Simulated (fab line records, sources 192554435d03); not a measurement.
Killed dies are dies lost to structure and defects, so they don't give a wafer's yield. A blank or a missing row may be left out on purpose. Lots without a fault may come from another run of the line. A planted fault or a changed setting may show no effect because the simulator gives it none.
Problem report in the 8D (eight disciplines) form, filled by code | flow n5_finfet | the parts of the form that need people (team, actions taken, sign-off) are left out

1. THE PROBLEM
killed_at_M4_up at N5_PASSIVATION_PROBE_49 reads a mean of 1092 on 3 wafers of 1 lot; wafers without a fault read 14 with a standard deviation of 4.9. That is +99 or more standard deviations from the usual mean.
First seen on wafer L433.3, day 17 06:47, on prober-01. The record holds 28 wafers of 11 lots with a number at this step. Rule for "out", or "out of limits": more than 4 standard deviations from the usual mean. The other wafers with a number count as sound.

2. WHAT IT IS AND WHAT IT IS NOT
question                    | is                                                                                                                  | is not
which readings at this step | killed_at_M4_up, defect_limited_yield, killed_dies, killed_on_rim, sort_bin_5_function, sort_n_pass, sort_yield_pct | killed_at_M0_to_M3, killed_at_contacts, killed_at_front_end, killed_at_other, killed_open, killed_short, sort_bin_6_memory, sort_bin_8_speed
which lots                  | L433                                                                                                                | L414, L418, L419, L420, L421, L423, L425, L426, L435, L436
which wafers of those lots  | all that have a number                                                                                              | -
read on which tools         | prober-01                                                                                                           | prober-02
when                        | from day 17 06:47                                                                                                   | up to then (19 sound wafers); but 6 sound wafers of L435, L436 came after

3. SUSPECTS, AND WHAT RULES EACH OUT
Counting: a tool at a process step up to the reading stays a suspect if it ran every lot that is out and no sound lot after the first of them.
- ecd_cu-02 at N5_BEOL_M12_ECD_47 (material Cu, target thk 720 nm): ruled out as a lasting fault. Sound lots L436 ran on it after its first lot that is out, L433 (day 15 16:29).
- prober-01 at N5_PASSIVATION_PROBE_49: ruled out as a lasting fault. Sound lots L435 ran on it after its first lot that is out, L433 (day 17 06:47).
Left after counting: nothing in the record.

4. THE CAUSE (what the simulator had put in)
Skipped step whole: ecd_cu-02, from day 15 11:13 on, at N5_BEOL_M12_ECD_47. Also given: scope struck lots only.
Counting ruled it out, wrongly: the rule takes a fault to strike every lot that its tool runs from its start on, and this one did not.

5. THE CHAIN OF EFFECTS, in route order
Each row: a reading whose mean over the struck wafers that have a number lies more than 3 standard deviations from the usual. Only readings for which the record gives a usual standard deviation are gone through. hours: the time from each lot's start at the first step in this table that gives one to its start at this step, as a median over the lots. sigmas: the change in usual standard deviations.
hours | step                    | reading              | usual  | on struck wafers | change | sigmas
0     | N5_PASSIVATION_PROBE_49 | defect_limited_yield | 91.2 % | 0.0              | -91.2  | -65
0     | N5_PASSIVATION_PROBE_49 | killed_at_M4_up      | 14     | 1092             | +1078  | +99 or more
0     | N5_PASSIVATION_PROBE_49 | killed_dies          | 104    | 1180             | +1076  | +63
0     | N5_PASSIVATION_PROBE_49 | killed_on_rim        | 13     | 152              | +139   | +33
0     | N5_PASSIVATION_PROBE_49 | sort_bin_5_function  | 5.2 %  | 96.6             | +91.4  | +92
0     | N5_PASSIVATION_PROBE_49 | sort_n_pass          | 1076   | 0                | -1076  | -63
0     | N5_PASSIVATION_PROBE_49 | sort_yield_pct       | 91.1 % | 0.0              | -91.1  | -61
The process steps in it:
- N5_PASSIVATION_PROBE_49

6. WHAT WOULD HAVE CAUGHT IT SOONER
In this record the first reading out of limits was taken at day 17 06:47, 44 hours after the fault began at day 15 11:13.
